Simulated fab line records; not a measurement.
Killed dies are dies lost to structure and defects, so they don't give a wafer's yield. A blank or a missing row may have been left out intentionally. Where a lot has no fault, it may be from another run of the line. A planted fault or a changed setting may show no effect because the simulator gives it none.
Matching of chambers | flow n5-finfet | rie-diel-01 running N5_BEOL_M1_ETCH_74: 4 sister chambers
The step etches underlayer in N2/H2, target depth 6.5 nm, time 5.2 s. 18 wafers are shown with their chamber, then 9 later ones without.

## WAFERS, EACH WITH ITS CHAMBER
wafer  | chamber | showerhead-plenum-p-Torr (Torr) | throttle-valve-pct (%) | oes-product-au (a.u.)
L079.3 | 3       | 2.53                            | 17.83                  | 0.63
L079.4 | 2       | 2.64                            | 17.60                  | 0.61
L079.5 | 1       | 2.68                            | 17.56                  | 0.75
L082.1 | 1       | 2.68                            | 17.59                  | 0.75
L082.4 | 2       | 2.64                            | 17.61                  | 0.62
L082.5 | 3       | 2.52                            | 17.84                  | 0.61
L084.1 | 2       | 2.64                            | 17.63                  | 0.62
L084.2 | 3       | 2.52                            | 17.85                  | 0.63
L084.4 | 0       | 2.58                            | 17.76                  | 0.79
L086.1 | 1       | 2.67                            | 17.56                  | 0.73
L086.2 | 3       | 2.52                            | 17.85                  | 0.63
L086.4 | 2       | 2.64                            | 17.64                  | 0.60
L089.1 | 1       | 2.67                            | 17.58                  | 0.72
L089.2 | 3       | 2.52                            | 17.85                  | 0.61
L089.6 | 2       | 2.64                            | 17.66                  | 0.61
L090.1 | 0       | 2.58                            | 17.79                  | 0.77
L090.4 | 3       | 2.52                            | 17.87                  | 0.61
L090.5 | 0       | 2.58                            | 17.79                  | 0.77

SIGNATURES (averages over the wafers above)
reading                  | chamber 0 | chamber 1 | chamber 2 | chamber 3 | scatter within a chamber
showerhead-plenum-p-Torr | 2.5800    | 2.6750    | 2.6400    | 2.5217    | 0.00362
throttle-valve-pct       | 17.7800   | 17.5725   | 17.6280   | 17.8483   | 0.0178
oes-product-au           | 0.7767    | 0.7375    | 0.6120    | 0.6200    | 0.0114
Rule: a wafer's distance from a chamber is the root of the sum, over the readings, of the square of ((its reading less the chamber's mean) divided by the reading's scatter). The wafer belongs to the nearest chamber; if the next one is less than 2 further off, it can't be placed. The scatter: the root of (the sum of the squares of (reading less its chamber's mean) over the shown wafers, divided by (wafers less chambers)).

## WAFERS WHOSE CHAMBER IS MISSING
wafer  | showerhead-plenum-p-Torr (Torr) | throttle-valve-pct (%) | oes-product-au (a.u.)
L092.1 | 2.58                            | 17.77                  | 0.77
L092.2 | 2.67                            | 17.60                  | 0.74
L092.5 | 2.52                            | 17.86                  | 0.62
L094.1 | 2.63                            | 17.65                  | 0.60
L094.4 | 2.58                            | 17.77                  | 0.75
L094.5 | 2.63                            | 17.65                  | 0.60
L095.1 | 2.57                            | 17.79                  | 0.75
L095.4 | 2.67                            | 17.63                  | 0.71
L095.6 | 2.67                            | 17.63                  | 0.71

## THE CHAMBER EACH PASSED THROUGH
wafer  | from the rows above | in truth
L092.1 | 0                   | 0
L092.2 | 1                   | 1
L092.5 | 3                   | 3
L094.1 | 2                   | 2
L094.4 | 0                   | 0
L094.5 | 2                   | 2
L095.1 | 0                   | 0
L095.4 | 1                   | 1
L095.6 | 1                   | 1
9 of 9 placed correctly. From these rows, 0 cannot be placed. Wrongly placed: 0.
